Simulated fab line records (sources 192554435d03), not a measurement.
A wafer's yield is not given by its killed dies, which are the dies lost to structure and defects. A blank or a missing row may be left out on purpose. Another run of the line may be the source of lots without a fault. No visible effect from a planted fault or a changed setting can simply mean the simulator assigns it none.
Split-lot study	flow n5-finfet	39 wafers read across 7 lots, on a route 1938 steps long

THE SPLIT
At N5_BEOL_M10_VIA_ETCH_34 (etches SiCOH lowk in C4F6/O2, target depth 184.5 nm, time 69.2 s), the setting time-s was moved away from the recipe's 69.2 s on 15 of the 39 wafers read, by -23.2% to +30.1%. This setting was run at the recipe's value on the other wafers.

The reading is taken at the split's own step.

THE READING
SOC_of_BEOL_M10_COAT_63.thk-nm (the simulator's own value, which no gauge read), in nm, at N5_BEOL_M10_VIA_ETCH_34 (etches SiCOH lowk in C4F6/O2, target depth 184.5 nm, time 69.2 s). No usual value for it is given in the file. The 24 wafers here that ran the recipe average 92.0 nm, standard deviation 0.31 nm.

wafer	tool, chamber at the split	time-s as run, s	against the recipe	SOC_of_BEOL_M10_COAT_63.thk-nm, nm	against lot-mates on the recipe
L077.1	rie-diel-01, 0	69.2	recipe	92.4	-
L077.2	rie-diel-01, 3	69.2	recipe	92.2	-
L077.3	rie-diel-01, 1	69.2	recipe	92.2	-
L077.4	rie-diel-01, 3	69.2	recipe	92.6	-
L077.5	rie-diel-01, 1	69.2	recipe	92.4	-
L077.6	rie-diel-01, 0	69.2	recipe	92.6	-
L074.1	rie-diel-05, 0	90.04	+30.1%	89.6	-2.1
L074.2	rie-diel-05, 2	69.2	recipe	91.6	-
L074.3	rie-diel-05, 3	69.2	recipe	91.6	-
L074.4	rie-diel-05, 1	90.04	+30.1%	89	-2.7
L074.5	rie-diel-05, 2	69.2	recipe	91.8	-
L074.6	rie-diel-05, 1	90.04	+30.1%	89.4	-2.3
L080.1	rie-diel-04, 3	69.2	recipe	91.8	-
L080.2	rie-diel-04, 0	53.13	-23.2%	93.6	+1.5
L080.3	rie-diel-04, 2	53.13	-23.2%	93.6	+1.5
L080.4	rie-diel-04, 1	69.2	recipe	92.2	-
L080.5	rie-diel-04, 0	69.2	recipe	92.4	-
L080.6	rie-diel-04, 1	53.13	-23.2%	93.8	+1.7
L085.3	rie-diel-05, 1	69.2	recipe	92	-
L085.4	rie-diel-05, 3	69.2	recipe	92	-
L085.6	rie-diel-05, 1	69.2	recipe	91.8	-
L089.1	rie-diel-04, 3	85.63	+23.7%	90	-2.2
L089.2	rie-diel-04, 0	85.63	+23.7%	90	-2.2
L089.3	rie-diel-04, 1	85.63	+23.7%	90.2	-2.0
L089.4	rie-diel-04, 2	69.2	recipe	92	-
L089.5	rie-diel-04, 1	69.2	recipe	92.2	-
L089.6	rie-diel-04, 2	69.2	recipe	92.4	-
L090.1	rie-diel-01, 3	69.2	recipe	91.6	-
L090.2	rie-diel-01, 1	69.2	recipe	91.8	-
L090.3	rie-diel-01, 0	79.7	+15.2%	90.4	-1.3
L090.4	rie-diel-01, 2	79.7	+15.2%	90.4	-1.3
L090.5	rie-diel-01, 2	79.7	+15.2%	90.2	-1.5
L090.6	rie-diel-01, 3	69.2	recipe	91.6	-
L094.1	rie-diel-04, 0	69.2	recipe	92	-
L094.2	rie-diel-04, 3	69.2	recipe	91.8	-
L094.3	rie-diel-04, 2	82.95	+19.9%	90.6	-1.3
L094.4	rie-diel-04, 1	82.95	+19.9%	90.6	-1.3
L094.5	rie-diel-04, 2	69.2	recipe	92	-
L094.6	rie-diel-04, 1	82.95	+19.9%	90.4	-1.5

FIT RESULTS
A straight line over all 39 wafers: SOC_of_BEOL_M10_COAT_63.thk-nm changes by -0.0827 nm for each +1% of time-s; r = -0.96; the points scatter about the line by 0.31 nm.
The same after taking each lot's own level away (the mean of its wafers on the recipe; 39 wafers): -0.0764 nm for each +1%; r = -0.98; scatter 0.19 nm.
Per that fit: largest time-s move, reading shift of 2.3 nm.
From 91.67 to 92.40 nm: that is the span of the lots' own levels, equal to 2.4 times the standard deviation above.
The two slopes are in agreement: the lot-to-lot level therefore moves the slope only a little.
Check: for one of the wafers moved furthest among these (+30.1%), held out of the fit, the line's prediction against its lot-mates is -2.39 nm. It came out at -2.07 nm against them.

OTHER SPLITS APPLIED TO THESE WAFERS
Before the reading, these wafers also passed through other splits. Each is held against what the fit with the lots' levels taken away leaves over:
other split on the same wafers	wafers away from the commonest value	r with SOC_of_BEOL_M10_COAT_63.thk-nm (lot level and that fit taken away)
N5_FIN_SAQP_HM_DEP_03 time-s	12	-0.36
N5_DUMMY_GATE_ETCH_44 target-depth-a	18	-0.13
N5_BEOL_M0_SAQP_PECVD_97 time-s	18	-0.08
N5_BEOL_M0_DEP_125 target-thk-a	12	-0.05
N5_BEOL_M2_ETCHBACK_99 time-s	15	-0.23
N5_BEOL_M4_ILD_DEP_00 time-s	15	-0.19
N5_BEOL_M6_ETCH_66 target-depth-a	9	+0.17
N5_BEOL_M8_ETCH_66 target-depth-a	15	-0.14

THE WHOLE CHAIN: every reading that the file lists as answering this split, in the file's order
step	what it does	reading	change (the file's fit)	r (the file's)
N5_BEOL_M10_VIA_ETCH_34	etches SiCOH lowk in C4F6/O2, target depth 184.5 nm, time 69.2 s	etch.depth-nm (the simulator's own value, which no gauge read)	+1.84 nm for each +1% of the setting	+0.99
N5_BEOL_M10_VIA_ETCH_34	etches SiCOH lowk in C4F6/O2, target depth 184.5 nm, time 69.2 s	SOC_of_BEOL_M10_COAT_63.thk-nm (the simulator's own value, which no gauge read)	-0.0776 nm for each +1% of the setting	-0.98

THE FILE'S OWN FIT
SOC_of_BEOL_M10_COAT_63.thk-nm changes by -0.0776 nm for each +1% of time-s, r = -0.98.
